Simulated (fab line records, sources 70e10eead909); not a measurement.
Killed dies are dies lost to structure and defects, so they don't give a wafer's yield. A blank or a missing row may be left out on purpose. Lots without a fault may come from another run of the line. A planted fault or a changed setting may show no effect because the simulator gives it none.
fab line records | flow nand_harc
record lots=12 wafers=36 last_day=33
route steps=1302 shown A_STAIRCASE@830
lots that met no fault: from a run of the same line without faults
start_h: hours from the record's first day to the start of the lot's first wafer shown | wait_h: hours since the lot's step before | " the same as in the row above | L1.1+2: a row that stands for several wafers | - no value, or no start given | * or withheld: withheld | < > ~ a bound
route shown NAME@n: a module of which the file shows steps, and the number in the route of the first | usual: mean/standard deviation of fault-free wafers | same: alike in all rows | chamber/n: place in a boat | sites: the reading at each site | _std_site: their standard deviation | _edge_site: outer sites' mean less inner sites' | radius_mm: how far each site lies from the wafer's centre | mask NAME#n: copy n | behind: the tool/chamber that last shaped the wafer | hold: why the lot was held/for how many hours/how that ended | device: the transistor (n, p or np) that didn't switch | end of line: the same wafers' tests at the end of the route | a step without rows: its recipe alone | killed: dies lost to structure and defects at the first sort, not the wafer's yield | map: a wafer's dies, x killed, . not, _ none there
set.NAME: the setting as run; set.NAME@STEP: as run at that earlier step | model.NAME: the simulator's own value behind a step, which no gauge read
steps of the route over a sample of lots; a table a step, a row a wafer
services: from which hour (start_h, from the record's first day; less than 0 if before it) a tool's chamber was out of use, for how many hours, and why
## steps
# step NHARC_A_STAIRCASE_DESCUM_312
# recipe time_s=3 o2_flow_sccm=200 ar_flow_sccm=0 bias_power_w=0 chemistry=O2
# usual drypump_motor_current_A=5.6/0.42 oes_product_au=0.998/0.0084 rf_vpp_V=57.7/0.9 showerhead_plenum_p_Torr=1.90/0.093 throttle_valve_pct=11.310/0.0087
# columns lot.wafer tool chamber start_h wait_h drypump_motor_current_A oes_product_au rf_hours_counter_h rf_vpp_V showerhead_plenum_p_Torr throttle_valve_pct
L688.3 rie_diel-01 1 395.93 - 5.2 0.996 2 57.4 1.80 11.312
L688.1 " 3 " " 6.5 0.990 1 58.0 1.82 11.310
L688.6 " 0 " " 5.8 1.002 - 57.5 1.78 11.306
L690.4 rie_diel-01 1 403.83 - 5.2 0.987 5 57.2 1.79 11.314
L690.5 " 0 " " 5.8 0.994 - 56.2 1.78 11.311
L690.6 " 1 " " 5.2 0.994 - 56.7 1.79 11.305
L689.1 rie_diel-09 0 405.39 - 5.2 1.001 31 57.8 1.88 11.309
L689.4 " 0 " " 5.2 0.995 - 57.6 1.88 11.304
L689.5 " 1 " " 5.4 1.006 - 57.4 2.00 11.306
L692.4 rie_diel-01 2 440.33 - 5.5 0.983 14 57.4 1.95 11.315
L692.1 " 3 " " 6.5 1.000 15 58.3 1.81 11.334
L692.6 " 0 " " 5.8 0.994 - 56.4 1.78 11.321
L698.1 rie_diel-09 0 487.55 - 5.2 0.995 57 58.3 1.87 11.323
L698.3 " 2 " " 5.5 0.991 46 56.6 1.84 11.296
L698.4 " 3 " " 5.3 1.009 57 57.3 1.98 11.300
L700.2 rie_diel-01 1 505.80 - 5.2 0.983 47 56.0 1.78 11.306
L700.1 " 2 " " 5.5 0.995 40 58.0 1.95 11.311
L700.6 " 1 " " 5.2 1.002 - 56.9 1.78 11.303
L702.1 rie_diel-01 0 530.61 - 5.8 0.999 52 55.2 1.77 11.314
L702.2 " 2 " " 5.5 0.988 49 58.1 1.94 11.306
L702.6 " 0 " " 5.8 0.998 - 59.0 1.77 11.322
L705.4 rie_diel-04 2 559.63 - 5.4 0.989 6 57.8 1.93 11.316
L705.2 " 0 " " 5.4 0.992 5 59.2 1.86 11.316
L705.6 " 2 " " 5.4 0.986 - 58.7 1.93 11.298
L707.4 rie_diel-09 1 577.69 - 5.4 1.009 25 59.5 1.98 11.315
L707.1 " 0 " " 5.2 1.007 28 58.5 1.86 11.315
L707.5 " 1 " " 5.4 1.019 - 58.6 1.98 11.293
L708.4 rie_diel-09 2 593.35 - 5.5 1.015 14 58.7 1.83 11.310
L708.2 " 0 " " 5.2 1.000 32 55.8 1.86 11.320
L708.5 " 3 " " 5.3 0.997 - 58.7 1.97 11.319
L709.4 rie_diel-01 1 598.03 - 5.2 0.990 11 56.6 1.77 11.313
L709.2 " 0 " " 5.8 0.997 11 58.9 2.07 11.304
L709.6 " 1 " " 5.2 0.995 - 58.4 1.77 11.306
L710.2 rie_diel-01 3 600.13 - 6.5 0.998 13 56.4 1.80 11.316
L710.4 " 0 " " 5.8 0.990 12 58.8 2.07 11.317
L710.6 " 2 " " 5.5 0.989 - 57.7 1.93 11.312
# step NHARC_A_STAIRCASE_ALD_415
# recipe target_thk_a=300 pulse_time_s=6 ald_cycles=300 temp_c=300 material=SiO2
# usual heater_power_w=454/52 precursor_pulse_height_rel=1.001/0.02
# same ald_cycles=300
# columns lot.wafer tool chamber start_h wait_h heater_power_w precursor_pulse_height_rel since_wet_clean_h
L688.3 ald_hk-01 2 397.90 0.1 508 0.991 88
L688.1 " 0 " " 472 1.025 89
L688.6 " 2 " " 512 0.993 -
L690.4 ald_hk-02 0 407.03 1.4 486 1.023 49
L690.5 " 1 " " 400 0.996 -
L690.6 " 2 " " 469 1.027 -
L689.1 ald_hk-01 2 411.59 0.3 517 0.999 102
L689.4 " 0 " " 465 1.015 103
L689.5 " 2 " " 507 0.981 -
L692.4 ald_hk-01 2 442.21 0.1 521 0.985 133
L692.1 " 3 " " 389 0.989 133
L692.6 " 2 " " 515 1.007 -
L698.4 ald_hk-02 3 489.41 0.1 397 1.008 131
L698.3 " 0 " " 478 0.977 131
L698.1 " 2 " " 478 1.017 132
L700.1 ald_hk-01 3 507.91 0.3 377 1.019 20
L700.2 " 0 " " 495 0.969 21
L700.6 " 2 " " 507 0.983 -
L702.1 ald_hk-03 1 532.51 0.1 458 0.991 128
L702.2 " 3 " " 457 1.021 129
L702.6 " 1 " " 459 1.009 -
L705.2 ald_hk-01 3 561.82 0.3 394 1.022 74
L705.4 " 1 " " 472 0.977 75
L705.6 " 2 " " 497 1.004 -
L707.4 ald_hk-02 0 580.28 0.4 458 1.013 44
L707.1 " 1 " " 406 0.989 44
L707.5 " 0 " " 466 0.983 -
L708.2 ald_hk-02 3 595.83 0.6 408 1.058 59
L708.4 " 0 " " 473 1.018 60
L708.5 " 2 " " 445 1.027 -
L709.4 ald_hk-02 3 599.89 0.1 411 0.984 64
L709.2 " 2 " " 448 1.022 64
L709.6 " 0 " " 472 0.980 -
L710.2 ald_hk-03 2 602.21 0.3 524 0.989 20
L710.4 " 0 " " 583 0.984 20
L710.6 " 1 " " 463 1.001 -
# step NHARC_A_STAIRCASE_DEP_417
# recipe target_thk_a=600 step_coverage_pct=20 temp_c=400 target_thk_nm=60 flow_sccm=200 rf_w=450 material=Si3N4
# usual heater_power_w=666/89
# columns lot.wafer tool chamber start_h wait_h heater_power_w since_wet_clean_h
L688.3 pecvd-04 1 400.16 - 742 118
L688.1 " 2 " " 681 118
L688.6 " 1 " " 729 -
L690.4 pecvd-04 1 409.43 - 602 -
L690.5 " 2 " " 696 -
L690.6 " 0 " " 653 -
L689.1 pecvd-04 2 413.62 - 597 131
L689.4 " 2 " " 590 -
L689.5 " 1 " " 706 -
L692.1 pecvd-03 1 444.56 - 578 66
L692.6 " 0 " " 819 -
L692.4 " 1 " " 598 -
L698.1 pecvd-04 2 491.66 - 635 29
L698.3 " 0 " " 700 29
L698.4 " 1 " " 711 -
L700.1 pecvd-04 1 510.10 - 704 47
L700.2 " 2 " " 648 47
L700.6 " 2 " " 647 -
L702.2 pecvd-04 1 534.77 - 630 72
L702.1 " 2 " " 539 72
L702.6 " 2 " " 549 -
L705.2 pecvd-02 2 563.93 - 605 143
L705.6 " 1 " " 606 -
L705.4 " 2 " " 602 -
L707.1 pecvd-03 1 582.35 - 662 22
L707.4 " 0 " " 692 -
L707.5 " 2 " " 763 -
L708.2 pecvd-04 1 597.65 - 722 134
L708.4 " 1 " " 723 -
L708.5 " 0 " " 614 -
L709.2 pecvd-03 0 602.16 - 675 42
L709.4 " 1 " " 647 -
L709.6 " 2 " " 773 -
L710.2 pecvd-04 2 604.25 - 565 141
L710.6 " 0 " " 655 -
L710.4 " 1 " " 715 -
# step NHARC_A_STAIRCASE_EXPOSE_438
# recipe na=0.5 dose_mj=28.97 mask_id=STAIR_REV
# usual exposure_dose_mJ_cm2=28.970/0.03
# columns lot.wafer tool chamber start_h wait_h mask exposure_dose_mJ_cm2
L688.1 krf_scanner-03 0 438.34 - STAIR_REV#0 28.982
L688.3 " 0 " " STAIR_REV#0 28.984
L688.6 " 0 " " STAIR_REV#0 29.004
L690.4 krf_scanner-04 0 450.53 - STAIR_REV#0 28.960
L690.5 " 0 " " STAIR_REV#0 28.979
L690.6 " 0 " " STAIR_REV#0 28.959
L689.1 krf_scanner-01 0 450.67 - STAIR_REV#0 28.990
L689.4 " 0 " " STAIR_REV#0 28.941
L689.5 " 0 " " STAIR_REV#0 28.969
L692.1 krf_scanner-03 0 480.32 - STAIR_REV#0 28.979
L692.4 " 0 " " STAIR_REV#0 28.976
L692.6 " 0 " " STAIR_REV#0 29.018
L698.1 krf_scanner-03 0 526.58 - STAIR_REV#0 43.949
L698.3 " 0 " " STAIR_REV#0 43.906
L698.4 " 0 " " STAIR_REV#0 43.889
L700.1 krf_scanner-03 0 541.11 - STAIR_REV#0 43.908
L700.2 " 0 " " STAIR_REV#0 43.945
L700.6 " 0 " " STAIR_REV#0 43.948
L702.1 krf_scanner-04 0 571.80 - STAIR_REV#0 28.988
L702.2 " 0 " " STAIR_REV#0 29.008
L702.6 " 0 " " STAIR_REV#0 28.998
L705.2 krf_scanner-01 0 599.89 - STAIR_REV#0 28.946
L705.4 " 0 " " STAIR_REV#0 28.960
L705.6 " 0 " " STAIR_REV#0 28.969
L707.1 krf_scanner-04 0 617.93 - STAIR_REV#0 28.964
L707.4 " 0 " " STAIR_REV#0 28.974
L707.5 " 0 " " STAIR_REV#0 28.969
L708.2 krf_scanner-04 0 634.14 - STAIR_REV#0 28.937
L708.4 " 0 " " STAIR_REV#0 28.961
L708.5 " 0 " " STAIR_REV#0 28.976
L709.2 krf_scanner-01 0 644.51 - STAIR_REV#0 28.964
L709.4 " 0 " " STAIR_REV#0 28.981
L709.6 " 0 " " STAIR_REV#0 28.953
L710.2 krf_scanner-04 0 644.67 - STAIR_REV#0 28.971
L710.4 " 0 " " STAIR_REV#0 28.985
L710.6 " 0 " " STAIR_REV#0 28.970
## services
# columns tool chamber start_h hours kind
rie_diel-01 - 380.94 9.0 pm
rie_diel-09 0 389.58 2.6 repair
krf_scanner-03 - 396.00 4.0 pm
rie_diel-09 2 405.13 8.3 repair
krf_scanner-01 - 430.66 0.2 repair
pecvd-03 - 440.64 0.3 repair
pecvd-04 - 450.20 13.0 pm
pecvd-03 1 450.62 10.2 repair
ald_hk-01 - 477.92 10.0 pm
krf_scanner-01 - 484.00 4.0 pm
rie_diel-09 - 497.23 9.0 pm
rie_diel-09 1 509.63 3.2 repair
krf_scanner-04 - 526.00 4.0 pm
ald_hk-02 - 526.81 10.0 pm
pecvd-04 - 528.77 0.5 repair
pecvd-03 - 547.09 13.0 pm
rie_diel-01 - 558.05 9.0 pm
krf_scanner-03 - 568.00 4.0 pm
rie_diel-09 - 568.36 2.1 repair
pecvd-04 - 570.54 0.8 repair
ald_hk-01 - 586.20 2.2 repair
pecvd-04 0 624.45 11.9 repair
pecvd-04 - 631.25 13.0 pm
krf_scanner-03 - 640.11 6.7 repair
## key
first_sign step=NHARC_A_STAIRCASE_EXPOSE_438 reading=exposure_dose_mJ_cm2 direction=up sigmas=99+ usual=28.970 struck=43.924
effect none on later readings
met_at NHARC_A_STAIRCASE_EXPOSE_438
struck_lots L698,L700
tester_left_out L698,L700
not_acting_at NHARC_A_STAIRCASE_DESCUM_312,NHARC_A_STAIRCASE_ALD_415,NHARC_A_STAIRCASE_DEP_417
onset_between 480.32 526.58
fault kind=process_parameter_drift tool=krf_scanner-03 chamber=- onset_h=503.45 steps=NHARC_A_STAIRCASE_EXPOSE_438 channel=dose_mj offset=14.98 shape=step acts_in=these_recipes_only stated=28.97
# tester_left_out: of these lots the tester's yield and bins aren't shown, on N5 and GAA mostly nor the transistor test; their killed dies are dies lost to structure and defects alone, not to doping, threshold or leakage, so they don't give the yield
